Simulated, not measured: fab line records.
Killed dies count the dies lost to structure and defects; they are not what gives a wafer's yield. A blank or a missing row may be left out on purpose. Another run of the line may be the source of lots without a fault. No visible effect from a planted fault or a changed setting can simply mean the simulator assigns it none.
fab line records -- flow n5-finfet
[record] lots = 7, wafers = 20, last-day = 18
route steps=1938 shown BEOL_M0_SAQP@642 BEOL_M4@1111 PASSIVATION@1936
lots with no fault: from the same line, run without faults
start-h: hours from the record's first day to the start of the lot's first wafer shown -- wait-h: hours from the lot's prior step to this one -- " as in the row above -- L1.1+2: one row covering several wafers at once -- - no value, or no start given -- * or withheld: withheld -- < > ~ a bound
route shown NAME@n: a module of which the file shows steps, and the number in the route of the first -- usual: mean/standard deviation taken from wafers without a fault -- same: alike in all rows -- chamber/n: place in a boat -- sites: readings site by site -- _std_site: the values' standard deviation -- _edge_site: the outer-site mean with the inner-site mean subtracted -- radius-mm: for every site, how far away it sits from the centre of the wafer -- mask NAME#n: copy n -- behind: the last tool/chamber to shape the wafer -- hold: reason for holding the lot/hours on hold/outcome of the hold -- device: whichever transistor did not switch (one of n, p or np) -- end of line: the route-end tests of the same wafers -- where a step has no rows: the recipe by itself -- killed: dies that structure and defects cost at the first sort, which is not the same as the wafer's yield -- map: a wafer's dies, x killed, . not, _ none there
set.NAME: the setting that was run; set.NAME@STEP: the one run at that earlier step -- model.NAME: the simulator's own value behind a step, which no gauge read
lots seen at some steps along the route; tables by step, rows by wafer
services: when a tool's chamber went out of use (start-h, in hours from the record's first day, below 0 if earlier), for how many hours, and the reason
[[steps]]
[step N5_BEOL_M0_SAQP_COAT_82]
[recipe] resist = SiARC, temp-c = 220, time-s = 60, spin-rpm = 1500, resist-thk-nm = 30
[step N5_BEOL_M0_SAQP_COAT_08]
[recipe] resist = CAR-ArF, spin-rpm = 1500, resist-thk-nm = 90
[step N5_BEOL_M0_SAQP_EBR_10]
[recipe] solvent = PGMEA, ebr-width-mm = 1.5
[step N5_BEOL_M0_SAQP_SOFTBAKE_09]
[recipe] temp-c = 110, time-s = 60, resist = CAR-ArF
[step N5_BEOL_M0_SAQP_EXPOSE_11]
[recipe] mask-id = M0_CORE, na = 1.35, source-shape = dipole, sigma-inner = 0.538, sigma-outer = 0.738, polarization = te, target-cd-nm = 42, dose-mj = 55
[step N5_BEOL_M0_SAQP_PEB_12]
[recipe] peb-temp-c = withheld, peb-time-s = 60, resist = CAR-ArF
[step N5_BEOL_M0_SAQP_DEVELOP_13]
[recipe] develop-time-s = 30, developer = TMAH, resist = CAR-ArF, dev-temp-c = 23, rinse-liquid = diw, dry = air-spin
[step N5_BEOL_M0_SAQP_CD_MEAS_14]
[recipe] target-cd-nm = 42.5, landing-energy-ev = 500, detector = se-inlens
[usual] cd-nm = 42.6/0.46
lot.wafer,tool,chamber,start-h,wait-h,cd-nm
L877.1,cd-sem-01,0,126.80,-,42.9
L877.2,cd-sem-01,0,126.80,-,43.6
L877.6,cd-sem-01,0,126.80,-,43.7
L884.4,cd-sem-02,0,163.69,-,42.3
L884.5,cd-sem-02,0,163.69,-,42.0
L885.2,cd-sem-02,0,173.21,-,42.9
L885.4,cd-sem-02,0,173.21,-,42.8
L885.6,cd-sem-02,0,173.21,-,42.7
L886.3,cd-sem-01,0,181.57,-,42.2
L886.4,cd-sem-01,0,181.57,-,42.7
L886.5,cd-sem-01,0,181.57,-,41.8
L892.2,cd-sem-01,0,213.67,-,42.9
L892.3,cd-sem-01,0,213.67,-,42.3
L892.5,cd-sem-01,0,213.67,-,42.2
L896.3,cd-sem-02,0,240.94,-,42.0
L896.5,cd-sem-02,0,240.94,-,42.3
L896.6,cd-sem-02,0,240.94,-,42.6
L897.1,cd-sem-01,0,246.94,-,43.2
L897.2,cd-sem-01,0,246.94,-,42.6
L897.5,cd-sem-01,0,246.94,-,42.3
[step N5_BEOL_M0_SAQP_OVL_MEAS_15]
[recipe] points-per-wafer = 44
[usual] M0_CORE_OVL = 0.2/0.73
lot.wafer,tool,chamber,start-h,wait-h,M0_CORE_OVL[nm]
L877.1,overlay-02,0,126.83,0.0,-0.1
L877.2,overlay-02,0,126.83,0.0,0.5
L877.6,overlay-02,0,126.83,0.0,0.1
L884.4,overlay-01,0,163.71,0.0,-0.1
L884.5,overlay-01,0,163.71,0.0,-1.0
L885.2,overlay-02,0,173.24,0.0,1.2
L885.4,overlay-02,0,173.24,0.0,-0.5
L885.6,overlay-02,0,173.24,0.0,0.2
L886.3,overlay-02,0,181.60,0.0,-1.9
L886.4,overlay-02,0,181.60,0.0,0.0
L886.5,overlay-02,0,181.60,0.0,-0.6
L892.2,overlay-02,0,213.70,0.0,-0.7
L892.3,overlay-02,0,213.70,0.0,-2.0
L892.5,overlay-02,0,213.70,0.0,-0.5
L896.3,overlay-02,0,240.97,0.0,0.2
L896.5,overlay-02,0,240.97,0.0,1.0
L896.6,overlay-02,0,240.97,0.0,0.1
L897.1,overlay-02,0,246.98,0.0,-0.3
L897.2,overlay-02,0,246.98,0.0,0.5
L897.5,overlay-02,0,246.98,0.0,0.7
[step N5_BEOL_M0_SAQP_INSPECT_16]
[recipe] mode = adi, inspect-instrument = brightfield
[usual] raw-defect-count = 486/130
lot.wafer,tool,chamber,start-h,wait-h,raw-defect-count
L877.1,defect-inspect-02,-,126.86,0.0,624
L877.2,defect-inspect-02,-,126.86,0.0,549
L877.6,defect-inspect-02,-,126.86,0.0,613
L884.4,defect-inspect-02,-,163.74,0.0,439
L884.5,defect-inspect-02,-,163.74,0.0,685
L885.2,defect-inspect-02,-,173.27,0.0,505
L885.4,defect-inspect-02,-,173.27,0.0,399
L885.6,defect-inspect-02,-,173.27,0.0,429
L886.3,defect-inspect-02,-,181.62,0.0,668
L886.4,defect-inspect-02,-,181.62,0.0,389
L886.5,defect-inspect-02,-,181.62,0.0,513
L892.2,defect-inspect-02,-,213.73,0.0,308
L892.3,defect-inspect-02,-,213.73,0.0,378
L892.5,defect-inspect-02,-,213.73,0.0,329
L896.3,defect-inspect-01,-,240.99,0.0,321
L896.5,defect-inspect-01,-,240.99,0.0,426
L896.6,defect-inspect-01,-,240.99,0.0,576
L897.1,defect-inspect-01,-,247.00,0.0,444
L897.2,defect-inspect-01,-,247.00,0.0,560
L897.5,defect-inspect-01,-,247.00,0.0,360
[step N5_BEOL_M0_SAQP_DESCUM_19]
[recipe] chemistry = O2, time-s = 7.9, source-power-w = 50, bias-power-w = 20, pressure-mtorr = 20, rf-frequency-hz = 2.712e+07, temp-c = 40, resist = CAR-ArF, o2-flow-sccm = 225
[usual] drypump-motor-current-A = 5.8/0.53, oes-product-au = 0.76/0.078, rf-vpp-V = 243.2/1.4, showerhead-plenum-p-Torr = 2.10/0.07, throttle-valve-pct = 20.34/0.3
lot.wafer,tool,chamber,start-h,wait-h,drypump-motor-current-A,oes-product-au,rf-hours-counter-h,rf-vpp-V,showerhead-plenum-p-Torr,throttle-valve-pct
L877.1,rie-diel-04,1,126.91,0.1,6.3,0.72,180,242.4,2.15,19.93
L877.2,rie-diel-04,0,126.91,0.1,5.3,0.77,135,243.7,2.17,20.28
L877.6,rie-diel-04,0,126.91,0.1,5.3,0.77,-,245.1,2.17,20.29
L884.4,rie-diel-06,3,163.96,0.2,5.2,0.73,166,242.4,2.01,20.51
L884.5,rie-diel-06,0,163.96,0.2,5.9,0.75,-,243.3,2.19,20.79
L885.2,rie-diel-06,2,173.30,0.0,6.2,0.88,32,242.1,2.02,20.29
L885.4,rie-diel-06,1,173.30,0.0,5.4,0.84,58,244.1,2.11,19.82
L885.6,rie-diel-06,0,173.30,0.0,5.9,0.73,-,243.2,2.19,20.80
L886.3,rie-diel-06,2,181.66,0.0,6.2,0.87,33,243.3,2.02,20.32
L886.4,rie-diel-06,1,181.66,0.0,5.4,0.83,60,243.5,2.10,19.82
L886.5,rie-diel-06,1,181.66,0.0,5.4,0.84,-,243.7,2.10,19.81
L892.2,rie-diel-02,2,213.76,0.0,6.3,0.73,195,240.6,2.03,20.68
L892.3,rie-diel-02,3,213.76,0.0,6.5,0.70,199,242.5,2.04,20.15
L892.5,rie-diel-02,1,213.76,0.0,5.1,0.69,-,242.6,2.14,20.21
L896.3,rie-diel-02,0,241.03,0.0,6.4,0.92,26,243.7,2.15,20.10
L896.5,rie-diel-02,2,241.03,0.0,6.3,0.72,-,241.5,2.02,20.67
L896.6,rie-diel-02,3,241.03,0.0,6.5,0.69,-,244.7,2.03,20.18
L897.1,rie-diel-06,3,247.03,0.0,5.2,0.70,188,241.0,2.01,20.53
L897.2,rie-diel-06,1,247.03,0.0,5.4,0.81,78,245.2,2.10,19.85
L897.5,rie-diel-06,0,247.03,0.0,5.9,0.71,-,244.2,2.18,20.81
[step N5_BEOL_M0_SAQP_ETCH_83]
[recipe] chemistry = CF4, target = SiARC, target-depth-a = 390, mask-material = CAR-ArF, time-s = 65, ion-energy-ev = 80, pressure-mtorr = 40, source-w = 545, bias-w = 36, Ar_flow_sccm = 100, cf4-flow-sccm = 100, ends = cleared
[usual] drypump-motor-current-A = 5.8/0.53, etch-rf-on-time-s = 64.7/2.3, mfc-ar-sccm = 99.99/0.28, oes-product-au = 0.65/0.069, rf-vpp-V = 184.1/1.2, showerhead-plenum-p-Torr = 2.15/0.071, throttle-valve-pct = 15.57/0.19
lot.wafer,tool,chamber,start-h,wait-h,drypump-motor-current-A,etch-rf-on-time-s,mfc-ar-sccm,oes-product-au,rf-hours-counter-h,rf-vpp-V,showerhead-plenum-p-Torr,throttle-valve-pct
L877.1,rie-diel-04,1,126.95,0.0,6.3,65.9,99.82,0.62,180,184.7,2.23,15.44
L877.2,rie-diel-04,0,126.95,0.0,5.3,66.0,100.26,0.65,135,185.2,2.22,15.59
L877.6,rie-diel-04,0,126.95,0.0,5.3,65.6,100.35,0.65,-,186.0,2.22,15.58
L884.4,rie-diel-06,3,164.00,0.0,5.2,63.4,100.05,0.63,166,183.8,2.04,15.49
L884.5,rie-diel-06,0,164.00,0.0,5.9,64.5,100.15,0.62,-,184.9,2.21,15.84
L885.2,rie-diel-06,2,173.34,0.0,6.2,62.6,100.12,0.77,32,184.3,2.10,15.64
L885.4,rie-diel-06,1,173.34,0.0,5.4,65.0,100.23,0.71,58,186.3,2.16,15.19
L885.6,rie-diel-06,0,173.34,0.0,5.9,64.2,100.05,0.62,-,185.4,2.21,15.82
L886.3,rie-diel-06,2,181.69,0.0,6.2,63.3,100.18,0.76,33,183.1,2.10,15.64
L886.4,rie-diel-06,1,181.69,0.0,5.4,65.8,100.40,0.70,60,184.5,2.16,15.19
L886.5,rie-diel-06,1,181.69,0.0,5.4,65.3,100.06,0.70,-,184.0,2.16,15.19
L892.2,rie-diel-02,2,213.80,0.0,6.4,63.5,99.84,0.62,195,182.9,2.04,15.61
L892.3,rie-diel-02,3,213.80,0.0,6.5,70.2,99.59,0.58,199,185.0,2.13,15.71
L892.5,rie-diel-02,1,213.80,0.0,5.0,65.2,99.83,0.59,-,185.0,2.20,15.52
L896.3,rie-diel-02,0,241.07,0.0,6.4,60.4,100.05,0.81,26,183.4,2.19,15.29
L896.5,rie-diel-02,2,241.07,0.0,6.3,62.9,99.90,0.62,-,182.2,2.04,15.62
L896.6,rie-diel-02,3,241.07,0.0,6.4,69.9,99.97,0.59,-,183.3,2.13,15.73
L897.1,rie-diel-06,3,247.07,0.0,5.2,64.1,100.30,0.61,188,181.9,2.03,15.55
L897.2,rie-diel-06,1,247.07,0.0,5.4,65.4,99.97,0.69,78,183.6,2.16,15.23
L897.5,rie-diel-06,0,247.07,0.0,5.9,65.1,100.35,0.60,-,184.4,2.20,15.87
[step N5_BEOL_M0_SAQP_ETCH_84]
[recipe] chemistry = N2/H2, target = SOC, target-depth-a = 1000, overetch-a = 200, mask-material = SiARC, temp-c = 40, time-s = 150, ion-energy-ev = 200, pressure-mtorr = 30, source-w = 840, bias-w = 150, n2-flow-sccm = 200, h2-flow-sccm = 200
[usual] drypump-motor-current-A = 5.8/0.53, oes-product-au = 0.68/0.064, rf-vpp-V = 524.1/2.6, run-length-s = 173.2/0.41, showerhead-plenum-p-Torr = 2.55/0.087, throttle-valve-pct = 17.77/0.29
lot.wafer,tool,chamber,start-h,wait-h,drypump-motor-current-A,oes-product-au,rf-hours-counter-h,rf-vpp-V,run-length-s,showerhead-plenum-p-Torr,throttle-valve-pct
L877.1,rie-diel-04,1,127.00,0.0,6.3,0.67,180,526.0,173.1,2.66,17.69
L877.2,rie-diel-04,0,127.00,0.0,5.3,0.69,135,527.7,172.8,2.67,17.84
L877.6,rie-diel-04,0,127.00,0.0,5.3,0.69,-,527.5,173.2,2.67,17.82
L884.4,rie-diel-06,3,164.05,0.0,5.2,0.66,166,520.6,173.3,2.44,18.04
L884.5,rie-diel-06,0,164.05,0.0,5.9,0.69,-,527.0,166.1,2.65,18.13
L885.2,rie-diel-06,2,173.39,0.0,6.2,0.80,32,523.4,172.5,2.48,17.77
L885.4,rie-diel-06,1,173.39,0.0,5.4,0.75,58,526.4,173.5,2.56,17.18
L885.6,rie-diel-06,0,173.39,0.0,5.9,0.68,-,527.2,166.4,2.65,18.14
L886.3,rie-diel-06,2,181.74,0.0,6.2,0.79,34,522.3,172.7,2.48,17.78
L886.4,rie-diel-06,1,181.74,0.0,5.4,0.74,60,524.4,173.7,2.56,17.16
L886.5,rie-diel-06,1,181.74,0.0,5.5,0.79,-,524.1,165.6,2.56,17.19
L892.2,rie-diel-02,2,213.85,0.0,6.4,0.65,195,518.6,173.4,2.43,17.91
L892.3,rie-diel-02,3,213.85,0.0,6.5,0.64,199,524.5,173.0,2.54,17.93
L892.5,rie-diel-02,1,213.85,0.0,5.1,0.62,-,525.5,172.8,2.61,17.60
L896.3,rie-diel-02,0,241.12,0.0,6.4,0.82,26,526.7,173.1,2.59,17.28
L896.5,rie-diel-02,2,241.12,0.0,6.4,0.64,-,520.6,173.5,2.43,17.92
L896.6,rie-diel-02,3,241.12,0.0,6.5,0.64,-,522.9,172.6,2.53,17.95
L897.1,rie-diel-06,3,247.12,0.0,5.2,0.64,188,519.6,173.2,2.44,18.07
L897.2,rie-diel-06,1,247.12,0.0,5.4,0.72,78,524.7,173.6,2.55,17.20
L897.5,rie-diel-06,0,247.12,0.0,5.9,0.63,-,526.6,173.3,2.64,18.16
[step N5_BEOL_M0_SAQP_STRIP_80]
[recipe] chemistry = N2/H2, temp-c = 40, n2-flow-sccm = 200, h2-flow-sccm = 200, rf-frequency-hz = 6e+07
[step N5_BEOL_M4_RC_MEAS_101]
[usual] DIBL_N = 37.0/2.3, DIBL_P = 37.3/2.8, IOFF_N = 0.17/0.046, IOFF_P = 0.23/0.054, ION_N = 675/14, ION_P = 460/9.3, SS_N = 71.7/0.73, SS_P = 73.6/0.95, VT_N = 249/3.9, VT_P = -250/3.9
lot.wafer,tool,chamber,start-h,wait-h,DIBL_N[mV/V],DIBL_P[mV/V],IOFF_N[nA/um],IOFF_P[nA/um],ION_N[uA/um],ION_P[uA/um],SS_N[mV/dec],SS_P[mV/dec],VT_N[mV],VT_P[mV]
L877.1,prober-02,0,190.60,0.0,39.5,38.6,0.20,0.20,664,445,72.7,73.3,247,-256
L877.2,prober-02,0,190.60,0.0,37.1,38.9,0.18,0.21,680,461,71.4,73.5,248,-250
L877.6,prober-02,0,190.60,0.0,35.3,34.2,0.14,0.15,654,445,71.5,72.1,254,-255
L884.4,prober-01,0,225.84,0.5,34.1,32.0,0.11,0.18,654,455,71.5,72.2,257,-250
L884.5,prober-01,0,225.84,0.5,35.5,33.5,0.13,0.19,665,466,71.2,73.2,253,-250
L885.2,prober-01,0,235.57,0.2,37.3,37.4,0.15,0.23,662,455,71.4,74.5,252,-248
L885.4,prober-01,0,235.57,0.2,36.2,34.4,0.14,0.17,664,452,71.6,72.6,253,-254
L885.6,prober-01,0,235.57,0.2,36.7,35.2,0.15,0.18,662,457,71.8,72.4,250,-251
L886.3,prober-02,0,248.51,0.3,36.3,37.7,0.16,0.24,667,464,71.0,73.4,248,-247
L886.4,prober-02,0,248.51,0.3,34.2,34.5,0.13,0.20,659,461,70.2,73.1,251,-249
L886.5,prober-02,0,248.51,0.3,38.9,40.7,0.24,0.32,700,478,71.8,74.5,243,-243
L892.2,prober-01,0,286.86,0.2,32.4,33.9,0.12,0.14,668,449,72.0,71.9,252,-257
L892.3,prober-01,0,286.86,0.2,31.7,34.1,0.11,0.15,659,455,70.6,72.5,255,-256
L892.5,prober-01,0,286.86,0.2,33.6,35.0,0.13,0.16,662,448,71.6,73.5,253,-254
L897.1,prober-01,0,317.82,0.0,38.0,41.1,0.18,0.23,674,454,72.3,74.7,250,-254
L897.2,prober-01,0,317.82,0.0,38.0,40.4,0.19,0.21,681,459,72.0,73.8,250,-251
L897.5,prober-01,0,317.82,0.0,37.7,39.3,0.19,0.20,666,449,72.0,74.9,249,-256
L896.3,prober-02,0,320.02,0.3,34.7,34.0,0.13,0.18,655,449,71.6,73.3,252,-252
L896.5,prober-02,0,320.02,0.3,42.4,44.0,0.32,0.37,699,473,74.0,75.3,242,-244
L896.6,prober-02,0,320.02,0.3,37.3,38.3,0.20,0.25,673,458,72.0,74.7,248,-248
[step N5_PASSIVATION_PROBE_49]
[usual] defect-limited-yield = 91.5/1.3, killed_at_M0_to_M3 = 36/10, killed_at_M4_up = 13/4.7, killed-at-contacts = 13/6.7, killed-at-front-end = 37/9.7, killed-at-other = 2.6/2.3, killed-dies = 101/15, killed-open = 67/12, killed-short = 32/6.7, sort_bin_4_leakage = 0.0/0.31, sort_bin_5_function = 5.0/0.89, sort_bin_6_memory = 3.2/0.63, sort-n-pass = 1079/16, sort-yield-pct = 91.4/1.4
[same] gross-dies = 1180, killed-at-back-side = 0, sort_bin_8_speed[%] = 0
lot.wafer,tool,chamber,start-h,wait-h,defect-limited-yield[%],killed_at_M0_to_M3,killed_at_M4_up,killed-at-contacts,killed-at-front-end,killed-at-other,killed-dies,killed-open,killed-short,sort_bin_4_leakage[%],sort_bin_5_function[%],sort_bin_6_memory[%],sort-n-pass,sort-yield-pct[%]
L884.4,prober-02,-,343.15,0.2,91.4,42,9,12,37,1,101,69,32,0,5.0,3.1,1079,91.4
L892.3,prober-02,-,402.48,0.1,93.0,21,16,5,40,1,83,59,23,0,4.1,2.9,1097,93.0
// killed by level:class
L884.4 BEOL_M0_SAQP:geometric-particle:short=14 MOL_CONTACT_COAG:geometric-particle:open=10 BEOL_M0_SAQP:geometric-particle:open=10 BEOL_M2:geometric-particle:open=10 FIN_SAQP:geometric-particle:open=9 STARTING-WAFER:geometric-particle:open=6 GATE_CUT:geometric-particle:open=5 FIN_SAQP:geometric-particle:short=4
L892.3 STI_FIN_REVEAL:geometric-particle:open=13 BEOL_M4:geometric-particle:open=9 FIN_SAQP:geometric-particle:open=5 GATE_CUT:geometric-particle:short=5 MOL_CONTACT_COAG:geometric-particle:open=4 BEOL_M1:geometric-particle:open=4 FIN_SAQP:geometric-particle:short=3 DUMMY_GATE:geometric-particle:open=3
[[services]]
tool,chamber,start-h,hours,kind
rie-diel-04,2,105.53,3.5,repair
rie-diel-02,0,133.14,-,clean
rie-diel-02,0,133.14,-,consumable-replace:focus-ring
rie-diel-02,0,133.14,16.0,scheduled-down
rie-diel-02,0,133.14,16.0,vent-cycle
rie-diel-04,2,140.05,19.5,repair
rie-diel-04,3,180.80,1.6,repair
rie-diel-02,1,222.31,5.3,repair
rie-diel-04,3,237.79,-,clean
rie-diel-04,3,237.79,-,consumable-replace:focus-ring
rie-diel-04,3,237.79,-,consumable-replace:showerhead
rie-diel-04,3,237.79,23.2,scheduled-down
rie-diel-04,3,237.79,23.2,vent-cycle
[[key]]
[first-sign] step = N5_BEOL_M0_SAQP_ETCH_84, reading = run-length-s, direction = down, sigmas = 17, usual = *, struck = *
effect none on later readings
met-at N5_BEOL_M0_SAQP_ETCH_84
struck-wafers L884.5,L885.6,L886.5
[baseline-loss] step = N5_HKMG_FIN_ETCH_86, wafers = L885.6
[fault] kind = process-parameter-drift, tool = rie-diel-06, chamber = -, onset-h = 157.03, steps = N5_BEOL_M0_SAQP_ETCH_84, channel = time-s, offset = *, shape = step, end-h = 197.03, scope = struck-wafers-only, acts-in = *, stated = *
// baseline-loss: these wafers lose ten dies or more at that step, a loss of the line's own and not of a fault; the sort's usual values leave them out
